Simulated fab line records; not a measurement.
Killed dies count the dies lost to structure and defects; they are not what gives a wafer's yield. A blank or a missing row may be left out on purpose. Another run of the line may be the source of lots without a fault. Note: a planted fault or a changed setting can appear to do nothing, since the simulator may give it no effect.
fab line records | flow nand_harc
record: lots: 24 wafers: 72 last_day: 24
route steps=1159 shown P_BONDPAD@353 A_ZERO_WELL@405 A_SOURCE_PLATE@416 A_ONON_D1@439 A_CHANNEL_HOLE_D1@476
lots that met no fault: from a run of the same line without faults
start_h: hours from the record's first day to the start of the lot's first wafer shown | wait_h: hours elapsed since this lot's preceding step | " same as the row above | L1.1+2: one row covering several wafers at once | - either no value or no given start | * or withheld: withheld | < > ~ a bound
route shown NAME@n: names a module that has steps shown in the file, with the first one's number in the route | usual: mean/standard deviation of fault-free wafers | same: alike in all rows | chamber/n: place in a boat | sites: each site's reading | _std_site: standard deviation across them | _edge_site: inner sites' mean taken away from outer sites' mean | radius_mm: for every site, how far away it sits from the centre of the wafer | mask NAME#n: copy n | behind: the most recent tool/chamber to have shaped the wafer | hold: why the lot was held/for how many hours/how that ended | device: which transistor (n, p or np) failed to switch | end of line: tests of these same wafers at the route's end | for a step that has no rows: nothing shown but its recipe | killed: dies lost to structure and defects at the first sort, not the wafer's yield | map: per-die view of a wafer (x killed, . not killed, _ where there is no die)
set.NAME: the run value of the setting; set.NAME@STEP: its run value at that earlier step | model.NAME: the simulator's own value behind a step, which no gauge read
the route's steps for a sample of lots (tables are steps, rows are wafers)
services: a tool's chamber out of use, with start hour (start_h, from the record's first day; less than 0 if before it), hours out, and reason
== steps ==
step: NHARC_P_BONDPAD_THK_MEAS_33
recipe: thk_meas_gauge: ellipsometry
usual: thk_nm: 199.9/1.5
columns lot.wafer tool chamber start_h wait_h thk_nm
L074.1 film_metro-02 - 129.27 0.2 198.8
L074.2 " - " " 198.2
L074.6 " - " " 198.6
L075.1 film_metro-02 - 130.04 0.2 200.4
L075.2 " - " " 199.4
L075.6 " - " " 199.1
L076.1 film_metro-01 - 136.41 0.2 199.4
L076.4 " - " " 199.7
L076.5 " - " " 200.4
L077.3 film_metro-01 - 143.37 0.2 197.8
L077.4 " - " " 196.2
L077.5 " - " " 198.1
L078.1 film_metro-01 - 148.53 0.2 198.3
L078.2 " - " " 198.9
L078.5 " - " " 200.4
L079.3 film_metro-02 - 161.35 0.2 197.9
L079.5 " - " " 197.2
L079.6 " - " " 200.8
L080.1 film_metro-02 - 163.54 0.1 198.6
L080.4 " - " " 200.1
L080.6 " - " " 197.9
L081.1 film_metro-01 - 173.82 0.2 200.4
L081.2 " - " " 199.8
L081.5 " - " " 198.2
L082.1 film_metro-02 - 175.11 0.2 199.9
L082.3 " - " " 199.2
L082.5 " - " " 197.7
L083.2 film_metro-02 - 175.92 0.2 199.2
L083.5 " - " " 199.2
L083.6 " - " " 201.9
L084.1 film_metro-01 - 188.01 0.2 198.7
L084.4 " - " " 198.9
L084.5 " - " " 199.4
L085.1 film_metro-01 - 192.45 0.1 199.2
L085.5 " - " " 200.6
L085.6 " - " " 198.8
L088.2 film_metro-01 - 202.77 0.2 201.4
L088.4 " - " " 203.0
L088.6 " - " " 199.3
L086.1 film_metro-02 - 206.77 0.2 198.7
L086.2 " - " " 200.1
L086.4 " - " " 198.9
L087.1 film_metro-01 - 207.70 0.2 200.9
L087.3 " - " " 201.7
L087.5 " - " " 201.1
L089.4 film_metro-01 - 222.44 0.2 200.3
L089.5 " - " " 199.0
L089.6 " - " " 201.9
L091.1 film_metro-01 - 229.05 0.1 202.2
L091.3 " - " " 201.2
L091.6 " - " " 204.2
L090.2 film_metro-01 - 229.93 0.2 200.9
L090.4 " - " " 199.0
L090.6 " - " " 200.1
L093.1 film_metro-01 - 238.05 0.2 202.1
L093.2 " - " " 200.9
L093.3 " - " " 199.0
L092.1 film_metro-02 - 239.29 0.2 200.2
L092.3 " - " " 199.9
L092.5 " - " " 199.7
L094.3 film_metro-01 - 248.72 0.2 200.7
L094.4 " - " " 200.2
L094.6 " - " " 199.8
L095.3 film_metro-01 - 249.43 0.2 196.9
L095.5 " - " " 200.2
L095.6 " - " " 201.6
L096.1 film_metro-01 - 263.36 0.2 199.8
L096.4 " - " " 197.3
L096.6 " - " " 196.4
L097.1 film_metro-01 - 264.14 0.2 197.8
L097.2 " - " " 200.3
L097.6 " - " " 198.1
step: NHARC_P_BONDPAD_CD_MEAS_09
recipe: target_cd_nm: 500 landing_energy_ev: 500
usual: cd_nm: 499.7/2
columns lot.wafer tool chamber start_h wait_h cd_nm
L074.1 cd_sem-01 0 129.72 - 498.0
L074.2 " 0 " " 497.8
L074.6 " 0 " " 496.9
L075.1 cd_sem-02 0 130.61 - 497.1
L075.2 " 0 " " 497.6
L075.6 " 0 " " 496.2
L076.1 cd_sem-01 0 136.97 - 499.6
L076.4 " 0 " " 502.8
L076.5 " 0 " " 500.7
L077.3 cd_sem-03 0 143.94 - 503.1
L077.4 " 0 " " 502.6
L077.5 " 0 " " 502.1
L078.1 cd_sem-01 0 149.10 - 496.8
L078.2 " 0 " " 499.2
L078.5 " 0 " " 499.6
L079.3 cd_sem-01 0 161.91 - 500.5
L079.5 " 0 " " 501.1
L079.6 " 0 " " 500.1
L080.1 cd_sem-02 0 163.98 - 497.8
L080.4 " 0 " " 498.7
L080.6 " 0 " " 497.7
L081.1 cd_sem-02 0 174.39 - 502.0
L081.2 " 0 " " 499.3
L081.5 " 0 " " 502.0
L082.1 cd_sem-02 0 175.55 - 499.4
L082.3 " 0 " " 500.0
L082.5 " 0 " " 497.7
L083.2 cd_sem-01 0 176.37 - 504.2
L083.5 " 0 " " 500.9
L083.6 " 0 " " 502.2
L084.1 cd_sem-03 0 188.58 - 498.3
L084.4 " 0 " " 499.6
L084.5 " 0 " " 498.7
L085.1 cd_sem-02 0 192.90 - 499.3
L085.5 " 0 " " 498.5
L085.6 " 0 " " 497.7
L088.2 cd_sem-01 0 203.35 - 500.1
L088.4 " 0 " " 503.7
L088.6 " 0 " " 502.8
L086.1 cd_sem-02 0 207.34 - 499.7
L086.2 " 0 " " 497.1
L086.4 " 0 " " 498.1
L087.1 cd_sem-01 0 208.14 - 500.4
L087.3 " 0 " " 500.1
L087.5 " 0 " " 498.4
L089.4 cd_sem-03 0 222.89 - 498.2
L089.5 " 0 " " 499.0
L089.6 " 0 " " 498.4
L091.1 cd_sem-03 0 229.49 - 498.8
L091.3 " 0 " " 498.8
L091.6 " 0 " " 499.6
L090.2 cd_sem-03 0 230.49 - 501.1
L090.4 " 0 " " 501.2
L090.6 " 0 " " 501.1
L093.1 cd_sem-03 0 238.63 - 495.1
L093.2 " 0 " " 496.5
L093.3 " 0 " " 497.3
L092.1 cd_sem-03 0 239.86 - 497.8
L092.3 " 0 " " 498.2
L092.5 " 0 " " 498.3
L094.3 cd_sem-03 0 249.16 - 500.6
L094.4 " 0 " " 500.1
L094.6 " 0 " " 499.5
L095.3 cd_sem-01 0 249.99 - 499.6
L095.5 " 0 " " 498.2
L095.6 " 0 " " 500.4
L096.1 cd_sem-02 0 263.83 - 503.6
L096.4 " 0 " " 501.3
L096.6 " 0 " " 500.8
L097.1 cd_sem-03 0 264.70 - 502.1
L097.2 " 0 " " 501.0
L097.6 " 0 " " 498.1
step: NHARC_A_ZERO_WELL_ETCH_13
recipe: target_depth_a: 1200 time_s: 40.1 hbr_flow_sccm: 150 cl2_flow_sccm: 50 rf_w: 400 icp_w: 400 bias_w: 100 chemistry: HBr/Cl2
usual: drypump_motor_current_A: 5.7/0.44 oes_product_au: 0.998/0.01 throttle_valve_pct: 26.406/0.0093
columns lot.wafer tool chamber start_h wait_h drypump_motor_current_A oes_product_au rf_hours_counter_h throttle_valve_pct
L074.2 rie_si-02 1 134.40 - 6.3 0.996 0.9 26.394
L074.1 " 0 " " 5.6 0.986 0.8 26.413
L074.6 " 2 " " 5.7 0.995 - 26.406
L075.1 rie_si-04 2 135.28 - 6.0 0.994 0.2 26.393
L075.2 " 3 " " 5.6 0.997 0.2 26.400
L075.6 " 2 " " 6.0 1.004 - 26.406
L076.4 rie_si-02 2 141.55 - 5.7 1.008 0.8 26.406
L076.1 " 0 " " 5.6 1.001 0.9 26.405
L076.5 " 1 " " 6.2 1.002 - 26.400
L077.3 rie_si-05 3 148.84 - 5.1 0.982 0.5 26.390
L077.4 " 0 " " 5.4 0.989 0.4 26.410
L077.5 " 0 " " 5.4 0.991 - 26.407
L078.2 rie_si-04 2 153.78 - 6.0 0.990 0.4 26.414
L078.1 " 3 " " 5.6 1.000 0.4 26.413
L078.5 " 3 " " 5.6 1.001 - 26.408
L079.3 rie_si-05 1 166.41 - 5.6 1.007 0.6 26.401
L079.5 " 1 " " 5.6 0.992 - 26.410
L079.6 " 2 " " 6.5 0.995 - 26.410
L080.4 rie_si-04 3 168.49 - 5.5 1.003 0.4 26.389
L080.1 " 0 " " 5.6 0.976 0.3 26.420
L080.6 " 3 " " 5.5 1.005 - 26.393
L081.1 rie_si-04 0 178.91 - 5.5 0.985 0.4 26.390
L081.2 " 2 " " 6.1 0.998 0.5 26.393
L081.5 " 0 " " 5.6 0.984 - 26.405
L082.1 rie_si-05 3 180.00 - 5.1 0.986 0.8 26.402
L082.3 " 0 " " 5.4 0.992 0.7 26.422
L082.5 " 3 " " 5.1 0.987 - 26.402
L083.2 rie_si-02 0 181.60 - 5.5 1.006 1.1 26.377
L083.6 " 1 " " 6.2 1.001 - 26.409
L083.5 " 2 " " 5.7 1.014 - 26.408
L084.1 rie_si-02 3 193.29 - 6.0 1.014 0.9 26.413
L084.4 " 0 " " 5.6 1.002 - 26.406
L084.5 " 3 " " 6.0 1.001 - 26.416
L085.1 rie_si-05 2 197.29 - 6.5 0.991 0.9 26.416
L085.6 " 3 " " 5.1 0.985 - 26.421
L085.5 " 0 " " 5.4 1.009 - 26.403
L088.4 rie_si-02 2 208.09 - 5.7 1.003 1.5 26.397
L088.2 " 3 " " 6.0 0.999 1.0 26.405
L088.6 " 2 " " 5.7 0.997 - 26.406
L086.1 rie_si-04 2 211.86 - 6.0 0.992 0.7 26.415
L086.2 " 3 " " 5.5 1.000 0.7 26.405
L086.4 " 0 " " 5.5 0.993 0.6 26.403
L087.1 rie_si-05 1 212.63 - 5.6 0.988 0.9 26.422
L087.3 " 2 " " 6.5 1.009 1.0 26.409
L087.5 " 1 " " 5.6 0.990 - 26.418
L089.4 rie_si-02 3 227.28 - 6.0 1.004 0.0 26.414
L089.6 " 3 " " 6.0 1.013 - 26.411
L089.5 " 0 " " 5.6 0.994 - 26.402
L091.3 rie_si-02 1 234.02 - 6.2 1.008 0.1 26.407
L091.1 " 3 " " 6.0 1.007 0.1 26.386
L091.6 " 2 " " 5.7 1.013 - 26.410
L090.2 rie_si-05 0 234.98 - 5.4 1.007 1.2 26.412
L090.4 " 2 " " 6.5 0.988 1.1 26.404
L090.6 " 3 " " 5.1 0.980 - 26.409
L093.1 rie_si-02 1 243.09 - 6.3 1.016 0.2 26.390
L093.3 " 2 " " 5.7 1.022 0.2 26.417
L093.2 " 3 " " 6.0 1.005 0.1 26.407
L092.3 rie_si-04 0 244.42 - 5.6 1.010 0.9 26.396
L092.1 " 2 " " 6.0 0.991 1.0 26.423
L092.5 " 1 " " 4.8 1.004 - 26.409
L094.3 rie_si-05 3 253.73 - 5.1 0.978 0.0 26.409
L094.4 " 1 " " 5.6 0.995 0.0 26.418
L094.6 " 3 " " 5.1 0.987 - 26.408
L095.3 rie_si-04 2 254.40 - 6.0 0.999 1.1 26.410
L095.5 " 3 " " 5.6 1.005 - 26.389
L095.6 " 0 " " 5.5 0.996 - 26.391
L096.1 rie_si-04 2 268.30 - 6.0 0.991 1.1 26.410
L096.4 " 1 " " 4.8 1.008 1.1 26.403
L096.6 " 3 " " 5.5 1.005 - 26.413
L097.2 rie_si-05 0 269.36 - 5.4 1.005 0.1 26.428
L097.1 " 3 " " 5.1 0.977 0.2 26.395
L097.6 " 0 " " 5.4 1.006 - 26.411
step: NHARC_A_SOURCE_PLATE_THK_MEAS_09
recipe: thk_meas_gauge: ellipsometry
usual: thk_nm: 9.6/1
columns lot.wafer tool chamber start_h wait_h thk_nm
L074.1 film_metro-01 - 142.93 0.4 11.4
L074.2 " - " " 12.3
L074.6 " - " " 9.8
L075.1 film_metro-02 - 142.93 0.4 10.2
L075.2 " - " " 10.3
L075.6 " - " " 9.9
L076.1 film_metro-01 - 150.16 0.4 9.6
L076.4 " - " " 7.5
L076.5 " - " " 10.9
L077.3 film_metro-02 - 157.45 0.4 8.5
L077.4 " - " " 10.8
L077.5 " - " " 10.0
L078.1 film_metro-01 - 162.33 0.4 8.5
L078.2 " - " " 10.2
L078.5 " - " " 7.4
L080.1 film_metro-02 - 174.81 0.4 9.8
L080.4 " - " " 10.6
L080.6 " - " " 10.6
L079.3 film_metro-01 - 174.81 0.4 10.7
L079.5 " - " " 9.2
L079.6 " - " " 10.3
L081.1 film_metro-01 - 187.46 0.4 8.8
L081.2 " - " " 10.1
L081.5 " - " " 10.6
L082.1 film_metro-02 - 187.46 0.4 8.6
L082.3 " - " " 9.3
L082.5 " - " " 9.5
L083.2 film_metro-01 - 187.48 0.4 10.2
L083.5 " - " " 8.7
L083.6 " - " " 9.3
L084.1 film_metro-02 - 201.91 0.4 10.4
L084.4 " - " " 9.3
L084.5 " - " " 8.4
L085.1 film_metro-02 - 205.56 0.4 9.4
L085.5 " - " " 10.5
L085.6 " - " " 9.8
L086.1 film_metro-02 - 221.27 0.4 8.9
L086.2 " - " " 10.8
L086.4 " - " " 10.9
L088.2 film_metro-01 - 221.27 0.4 8.2
L088.4 " - " " 10.1
L088.6 " - " " 8.7
L087.1 film_metro-01 - 221.30 0.4 10.8
L087.3 " - " " 9.6
L087.5 " - " " 10.4
L089.4 film_metro-01 - 237.66 0.4 9.9
L089.5 " - " " 8.9
L089.6 " - " " 7.9
L091.1 film_metro-01 - 242.48 0.4 8.8
L091.3 " - " " 9.2
L091.6 " - " " 10.9
L090.2 film_metro-02 - 242.48 0.4 8.6
L090.4 " - " " 8.0
L090.6 " - " " 8.6
L093.1 film_metro-01 - 254.81 0.4 9.4
L093.2 " - " " 10.5
L093.3 " - " " 10.6
L092.1 film_metro-02 - 254.81 0.4 9.4
L092.3 " - " " 10.0
L092.5 " - " " 9.1
L094.3 film_metro-01 - 262.27 0.4 12.9
L094.4 " - " " 8.6
L094.6 " - " " 9.9
L095.3 film_metro-02 - 262.27 0.4 9.5
L095.5 " - " " 8.7
L095.6 " - " " 9.2
L096.1 film_metro-01 - 280.22 0.4 11.5
L096.4 " - " " 8.6
L096.6 " - " " 10.0
L097.1 film_metro-02 - 280.22 0.4 8.5
L097.2 " - " " 8.1
L097.6 " - " " 9.2
step: NHARC_A_ONON_D1_THK_MEAS_21
recipe: thk_meas_gauge: ellipsometry
usual: thk_nm: 1000/11
columns lot.wafer tool chamber start_h wait_h thk_nm
L074.1 film_metro-01 - 167.50 - 993
L074.2 " - " " 994
L074.6 " - " " 993
L075.1 film_metro-02 - 167.50 - 1014
L075.2 " - " " 1010
L075.6 " - " " 1013
L076.1 film_metro-02 - 175.47 - 987
L076.4 " - " " 987
L076.5 " - " " 988
L077.3 film_metro-01 - 182.41 - 1009
L077.4 " - " " 1006
L077.5 " - " " 1007
L078.1 film_metro-01 - 188.28 - 1030
L078.2 " - " " 1031
L078.5 " - " " 1032
L080.1 film_metro-02 - 199.07 - 1012
L080.4 " - " " 1013
L080.6 " - " " 1013
L079.3 film_metro-01 - 199.07 - 1018
L079.5 " - " " 1017
L079.6 " - " " 1017
L083.2 film_metro-02 - 211.20 - 1008
L083.5 " - " " 1007
L083.6 " - " " 1008
L082.1 film_metro-01 - 211.21 - 998
L082.3 " - " " 998
L082.5 " - " " 998
L081.1 film_metro-02 - 211.21 - 999
L081.2 " - " " 998
L081.5 " - " " 998
L084.1 film_metro-01 - 231.26 - 989
L084.4 " - " " 988
L084.5 " - " " 989
L085.1 film_metro-02 - 231.27 - 991
L085.5 " - " " 988
L085.6 " - " " 989
L087.1 film_metro-02 - 245.91 - 1003
L087.3 " - " " 1006
L087.5 " - " " 1005
L086.1 film_metro-01 - 245.92 - 1011
L086.2 " - " " 1009
L086.4 " - " " 1009
L088.2 film_metro-02 - 245.92 - 1000
L088.4 " - " " 1001
L088.6 " - " " 1002
L089.4 film_metro-01 - 261.81 - 997
L089.5 " - " " 995
L089.6 " - " " 996
L091.1 film_metro-02 - 268.88 - 996
L091.3 " - " " 997
L091.6 " - " " 996
L090.2 film_metro-02 - 269.20 - 1004
L090.4 " - " " 1003
L090.6 " - " " 1003
L092.1 film_metro-01 - 279.28 - 986
L092.3 " - " " 984
L092.5 " - " " 986
L093.1 film_metro-02 - 279.29 - 996
L093.2 " - " " 997
L093.3 " - " " 995
L095.3 film_metro-01 - 287.12 - 999
L095.5 " - " " 999
L095.6 " - " " 999
L094.3 film_metro-02 - 287.13 - 992
L094.4 " - " " 993
L094.6 " - " " 992
L097.1 film_metro-02 - 303.95 - 987
L097.2 " - " " 987
L097.6 " - " " 986
L096.1 film_metro-02 - 303.96 - 996
L096.4 " - " " 997
L096.6 " - " " 997
step: NHARC_A_CHANNEL_HOLE_D1_ETCH_24
recipe: bias_v: 5000 source_w: withheld pressure_mtorr: 20 time_s: 906.2 ar_flow_sccm: 375 c4f8_flow_sccm: 93.8 o2_flow_sccm: 31.2 temp_c: -20 target_depth_a: 15000 chemistry: C4F8/O2/Ar
usual: drypump_motor_current_A: 5.7/0.31 showerhead_plenum_p_Torr: 3.75/0.054 throttle_valve_pct: 32.236/0.009
columns lot.wafer tool chamber start_h wait_h drypump_motor_current_A rf_hours_counter_h showerhead_plenum_p_Torr throttle_valve_pct
L074.2 har_etch-01 0 177.34 0.6 6.2 192 3.82 32.236
L074.1 " 1 " " 5.3 192 3.82 32.227
L074.6 " 1 " " 5.3 - 3.82 32.246
L075.1 har_etch-02 1 177.77 0.6 5.8 107 3.71 32.247
L075.2 " 0 " " 5.5 107 3.72 32.238
L075.6 " 0 " " 5.5 - 3.72 32.244
L076.1 har_etch-01 1 188.04 0.6 5.2 196 3.82 32.231
L076.4 " 0 " " 6.1 - 3.82 32.240
L076.5 " 0 " " 6.1 - 3.82 32.232
L077.4 har_etch-01 1 192.76 0.6 5.2 - 3.81 32.241
L077.3 " 0 " " 6.1 - 3.82 32.221
L077.5 " 1 " " 5.2 - 3.82 32.237
L078.1 har_etch-02 0 196.77 0.6 5.5 114 3.71 32.227
L078.2 " 1 " " 5.8 114 3.71 32.227
L078.5 " 0 " " 5.5 - 3.71 32.242
L079.3 har_etch-02 0 208.84 0.6 5.5 - 3.71 32.235
L079.6 " 0 " " 5.5 - 3.71 32.241
L079.5 " 1 " " 5.8 - 3.71 32.228
L080.1 har_etch-01 1 209.66 0.6 5.3 208 3.81 32.243
L080.4 " 1 " " 5.3 - 3.81 32.232
L080.6 " 0 " " 6.1 - 3.81 32.222
L082.1 har_etch-02 0 220.37 0.6 5.5 125 3.71 32.240
L082.3 " 1 " " 5.8 - 3.70 32.239
L082.5 " 1 " " 5.8 - 3.70 32.228
L083.2 har_etch-01 0 221.07 0.6 6.1 213 3.81 32.224
L083.6 " 1 " " 5.2 - 3.81 32.241
L083.5 " 0 " " 6.2 - 3.81 32.227
L081.2 har_etch-02 0 224.50 0.6 5.5 129 3.71 32.223
L081.1 " 1 " " 5.8 129 3.70 32.233
L081.5 " 1 " " 5.8 - 3.70 32.267
L084.1 har_etch-01 1 240.53 0.6 5.2 217 3.81 32.237
L084.4 " 0 " " 6.1 - 3.80 32.244
L084.5 " 0 " " 6.1 - 3.80 32.230
L085.1 har_etch-02 1 242.03 0.6 5.8 133 3.70 32.226
L085.5 " 0 " " 5.5 - 3.71 32.229
L085.6 " 1 " " 5.8 - 3.70 32.224
L087.1 har_etch-02 1 255.91 0.6 5.8 140 3.69 32.221
L087.3 " 1 " " 5.8 - 3.69 32.242
L087.5 " 1 " " 5.8 - 3.69 32.238
L086.2 har_etch-01 1 256.05 0.6 5.2 226 3.80 32.214
L086.1 " 0 " " 6.1 226 3.80 32.235
L086.4 " 0 " " 6.1 - 3.80 32.234
L088.2 har_etch-02 0 260.06 0.6 5.5 144 3.70 32.248
L088.4 " 1 " " 5.8 - 3.69 32.236
L088.6 " 0 " " 5.5 - 3.70 32.228
L089.4 har_etch-01 0 270.66 0.6 6.1 - 3.80 32.233
L089.6 " 1 " " 5.2 - 3.80 32.251
L089.5 " 0 " " 6.1 - 3.80 32.226
L091.1 har_etch-01 1 278.29 0.6 5.2 237 3.79 32.244
L091.3 " 0 " " 6.1 - 3.79 32.239
L091.6 " 0 " " 6.1 - 3.79 32.220
L090.2 har_etch-02 1 278.67 0.6 5.8 149 3.69 32.237
L090.4 " 1 " " 5.8 - 3.69 32.239
L090.6 " 1 " " 5.8 - 3.69 32.240
L092.1 har_etch-01 0 287.74 0.6 6.1 242 3.79 32.230
L092.3 " 0 " " 6.1 - 3.79 32.231
L092.5 " 1 " " 5.3 - 3.79 32.242
L093.2 har_etch-02 1 289.25 0.6 5.8 155 3.69 32.242
L093.1 " 0 " " 5.5 155 3.69 32.241
L093.3 " 0 " " 5.5 - 3.69 32.221
L095.3 har_etch-02 1 296.56 0.6 5.8 - 3.68 32.229
L095.5 " 1 " " 5.8 - 3.68 32.249
L095.6 " 0 " " 5.5 - 3.69 32.240
L094.4 har_etch-01 0 296.70 0.6 6.1 - 3.79 32.243
L094.3 " 1 " " 5.3 - 3.79 32.230
L094.6 " 0 " " 6.1 - 3.79 32.235
L097.2 har_etch-02 1 313.12 0.6 5.8 165 3.68 32.232
L097.1 " 0 " " 5.5 165 3.69 32.237
L097.6 " 0 " " 5.5 - 3.69 32.238
L096.1 har_etch-02 1 317.44 0.6 5.8 169 3.68 32.228
L096.4 " 1 " " 5.8 - 3.68 32.247
L096.6 " 1 " " 5.9 - 3.68 32.253
== services ==
columns tool chamber start_h hours kind
rie_si-02 0 143.26 24.0 repair
rie_si-02 3 157.35 26.1 repair
rie_si-05 - 162.97 1.1 repair
rie_si-05 3 181.43 2.1 repair
rie_si-02 1 190.81 15.6 repair
rie_si-04 0 203.25 6.2 repair
rie_si-02 - 211.00 9.0 pm
rie_si-02 0 211.00 9.0 vent_cycle
rie_si-02 1 211.00 9.0 vent_cycle
rie_si-02 2 211.00 9.0 vent_cycle
rie_si-02 3 211.00 9.0 vent_cycle
rie_si-02 0 220.00 - clean
rie_si-02 1 220.00 - clean
rie_si-02 2 220.00 - clean
rie_si-02 3 220.00 - clean
rie_si-05 - 239.00 9.0 pm
rie_si-05 0 239.00 9.0 vent_cycle
rie_si-05 1 239.00 9.0 vent_cycle
rie_si-05 2 239.00 9.0 vent_cycle
rie_si-05 3 239.00 9.0 vent_cycle
rie_si-04 - 276.00 9.0 pm
har_etch-01 - 305.00 17.0 pm
har_etch-01 0 305.00 17.0 vent_cycle
har_etch-01 1 305.00 17.0 vent_cycle
== key ==
fault none
